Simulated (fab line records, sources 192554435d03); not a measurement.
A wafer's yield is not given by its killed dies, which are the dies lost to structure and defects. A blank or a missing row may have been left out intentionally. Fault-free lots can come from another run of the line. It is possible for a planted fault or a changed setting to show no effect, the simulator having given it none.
Chamber matching    flow n5_finfet    N5_BEOL_M4_ETCH_74 on rie_diel-06: 4 sister chambers
The step etches underlayer in N2/H2, target depth 6.5 nm, time 5.2 s. 22 wafers are shown with their chamber, then 11 later ones without.

WAFERS PAIRED WITH THEIR CHAMBERS
wafer   chamber  showerhead_plenum_p_Torr (Torr)  throttle_valve_pct (%)  drypump_motor_current_A (A)
L078.1  1        2.47                             17.8                    5.64
L078.2  2        2.69                             17.3                    5.76
L078.3  0        2.70                             17.9                    5.63
L079.2  2        2.69                             17.4                    5.75
L079.4  1        2.47                             17.8                    5.61
L079.6  1        2.47                             17.8                    5.59
L080.1  1        2.47                             17.8                    5.62
L080.2  2        2.69                             17.3                    5.76
L080.6  1        2.47                             17.8                    5.64
L082.4  0        2.70                             17.9                    5.61
L082.5  0        2.70                             17.9                    5.60
L082.6  3        2.60                             17.4                    5.26
L085.2  2        2.68                             17.4                    5.76
L085.3  1        2.47                             17.8                    5.61
L085.6  1        2.47                             17.8                    5.60
L086.2  1        2.47                             17.8                    5.59
L086.3  3        2.59                             17.4                    5.27
L086.4  2        2.68                             17.4                    5.78
L087.1  3        2.59                             17.4                    5.28
L087.2  2        2.68                             17.4                    5.76
L087.6  3        2.59                             17.4                    5.26
L089.2  1        2.46                             17.8                    5.62

SIGNATURES (averages over the wafers above)
reading                   chamber 0  chamber 1  chamber 2  chamber 3  scatter within a chamber
showerhead_plenum_p_Torr  2.7000     2.4689     2.6850     2.5925     0.00418
throttle_valve_pct        17.900     17.800     17.367     17.400     0.0272
drypump_motor_current_A   5.6133     5.6133     5.7617     5.2675     0.015
Rule: for a wafer and a chamber, the distance is found by dividing, reading by reading, the gap between the wafer's reading and the chamber's mean by the reading's scatter, squaring, summing and taking the root. If the next closest chamber is less than 2 further off than the closest, the wafer can't be placed; otherwise it belongs to the closest. How the scatter is found: for the shown wafers, subtract from each reading the mean of its chamber, square and add these, divide the total by (wafers less chambers), then take the root.

WAFERS WITH NO CHAMBER GIVEN
wafer   showerhead_plenum_p_Torr (Torr)  throttle_valve_pct (%)  drypump_motor_current_A (A)
L089.4  2.69                             18.0                    5.57
L089.5  2.69                             17.9                    5.57
L090.2  2.68                             17.4                    5.73
L090.3  2.46                             17.8                    5.60
L090.4  2.69                             18.0                    5.59
L096.3  2.58                             17.4                    5.28
L096.5  2.46                             17.9                    5.62
L096.6  2.69                             18.0                    5.60
L097.1  2.67                             17.4                    5.73
L097.5  2.67                             17.4                    5.75
L097.6  2.58                             17.4                    5.27

WHICH CHAMBER EACH ONE RAN IN
wafer   from the rows above  in truth
L089.4  0                    0
L089.5  0                    0
L090.2  2                    2
L090.3  1                    1
L090.4  0                    0
L096.3  3                    3
L096.5  1                    1
L096.6  0                    0
L097.1  2                    2
L097.5  2                    2
L097.6  3                    3
11 of 11 placed correctly. Number that these rows cannot place: 0. Placed wrongly: 0.
